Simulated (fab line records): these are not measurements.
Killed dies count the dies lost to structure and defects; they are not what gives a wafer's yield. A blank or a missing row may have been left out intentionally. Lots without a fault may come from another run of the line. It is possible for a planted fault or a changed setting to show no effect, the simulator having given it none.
Chamber matching    flow nand_harc    4 sister chambers for NHARC_A_STAIRCASE_DESCUM_11 on rie_diel-11
The step chemistry O2, time 3 s. 14 wafers are shown with their chamber, then 7 later ones without.

## WAFERS PAIRED WITH THEIR CHAMBERS
wafer   chamber  drypump_motor_current_A (A)  showerhead_plenum_p_Torr (Torr)  oes_product_au (a.u.)
L074.3  2        5.3                          1.87                             0.998
L074.4  0        5.7                          1.91                             0.977
L074.5  0        5.7                          1.91                             0.984
L077.1  3        5.1                          1.91                             1.001
L077.2  2        5.3                          1.87                             0.999
L077.5  0        5.7                          1.91                             0.972
L081.2  2        5.3                          1.86                             0.986
L081.4  1        5.8                          1.87                             1.002
L081.5  0        5.7                          1.90                             0.986
L085.4  2        5.4                          1.86                             0.994
L085.5  2        5.3                          1.86                             1.000
L085.6  3        5.1                          1.91                             1.007
L087.1  1        5.8                          1.87                             0.999
L087.2  3        5.1                          1.90                             0.999

SIGNATURES, as means of the wafers listed above
reading                   chamber 0  chamber 1  chamber 2  chamber 3  scatter within a chamber
drypump_motor_current_A   5.700      5.800      5.320      5.100      0.0283
showerhead_plenum_p_Torr  1.9075     1.8700     1.8640     1.9067     0.00512
oes_product_au            0.97975    1.00050    0.99540    1.00233    0.00543
Rule: for each reading, subtract the chamber's mean from the wafer's reading, divide by that reading's scatter and square the result; add these up over the readings and take the root, which gives the wafer's distance from the chamber. The wafer belongs to the nearest chamber; if the next one is less than 2 further off, it can't be placed. How the scatter is found: for the shown wafers, subtract from each reading the mean of its chamber, square and add these, divide the total by (wafers less chambers), then take the root.

## WAFERS WITH NO CHAMBER GIVEN
wafer   drypump_motor_current_A (A)  showerhead_plenum_p_Torr (Torr)  oes_product_au (a.u.)
L087.6  5.7                          1.90                             0.980
L093.4  5.1                          1.89                             1.012
L093.5  5.7                          1.89                             0.990
L093.6  5.8                          1.86                             1.005
L097.1  5.3                          1.85                             0.996
L097.3  5.7                          1.89                             0.995
L097.4  5.1                          1.89                             1.010

## CHAMBER TAKEN BY EACH
wafer   from the rows above      in truth
L087.6  0                        0
L093.4  3                        3
L093.5  can't be placed: 0 or 1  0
L093.6  1                        1
L097.1  2                        2
L097.3  can't be placed: 0 or 1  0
L097.4  3                        3
Correctly placed: 5 of 7. These rows do not allow placing 2 (true chamber among the candidates in 2). Wrongly placed: 0.
